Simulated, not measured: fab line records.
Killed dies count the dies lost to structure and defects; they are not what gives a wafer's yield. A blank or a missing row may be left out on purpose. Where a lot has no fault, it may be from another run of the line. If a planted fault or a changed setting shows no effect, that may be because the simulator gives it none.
Problem report, 8D (eight disciplines) form, completed by code ; flow n5Finfet ; the parts of the form that need people (team, actions taken, sign-off) are left out

## 1. THE PROBLEM
spinSpeedRpm at N5_WELL_APT_COAT_02 reads a mean of 1583.8 rpm on 6 wafers of 2 lots; wafers without a fault read 1356.9 rpm with a standard deviation of 0.8. That is +99 or more standard deviations from the usual mean.
The step: resist thk 950 nm.
The first sign was on wafer L823.2 at day 3 19:25, on lithoTrack-04. At this step, 32 wafers from 11 lots have a number in the record. Rule for "out", or "out of limits": more than 4 standard deviations from the usual mean. The rest of the wafers with a number are treated as sound.

## 2. WHAT IT IS AND WHAT IT IS NOT
question;is;is not
which readings at this step;spinSpeedRpm;-
which lots;L823, L824;L815, L819, L820, L822, L831, L834, L835, L836, L837
which wafers of those lots;all that have a number;-
read on which tools;lithoTrack-04;lithoTrack-01, lithoTrack-03
when;from day 3 19:25;"up to then (11 sound wafers); but 15 sound wafers of L831, L834, L835, L836, L837 came after"

## 3. THE SUSPECTS, EACH WITH WHAT RULES IT OUT
Counting: a tool stays on the suspect list if, at a process step up to the reading, it processed all lots that are out and no sound lot following the first of them.
- lithoTrack-04 at N5_WELL_APT_COAT_02 (resist thk 950 nm): kept. It ran every lot that is out, first L823 (day 3 19:25), and no sound lot after that; its last sound lot up to then is L822 (day 3 13:17). Its own readings are out on those wafers: spinSpeedRpm.
After counting, what remains is lithoTrack-04 at N5_WELL_APT_COAT_02.

## 4. THE CAUSE (what the simulator had put in)
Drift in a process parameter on lithoTrack-04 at N5_WELL_APT_COAT_02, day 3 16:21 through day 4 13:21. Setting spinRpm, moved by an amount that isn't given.
This tool alone remained once counting was done.

## 5. THE EFFECT CHAIN, in route order
Rows list readings where the struck wafers' mean (over those with a number) sits beyond 3 standard deviations from the usual. Only readings for which the record gives a usual standard deviation are gone through. hours: the time from each lot's start at the first step in this table that gives one to its start at this step, as a median over the lots. sigmas: the change in usual standard deviations.
hours;step;reading;usual;on struck wafers;change;sigmas
0;N5_WELL_APT_COAT_02;spinSpeedRpm;1356.9 rpm;1583.8;+226.9;+99 or more
Its process steps:
- N5_WELL_APT_COAT_02: resist thk 950 nm.
At these later measuring or inspecting steps, every struck wafer for which the step has a row has a number for every such reading, and none has moved that far: N5_WELL_APT_CD_MEAS_08, N5_WELL_APT_INSPECT_10, N5_BEOL_M4_RC_MEAS_101.

## 6. WHAT WOULD HAVE CAUGHT IT SOONER
In this record no reading fell out of limits until day 3 19:25, 3 hours after the fault had begun at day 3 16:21.
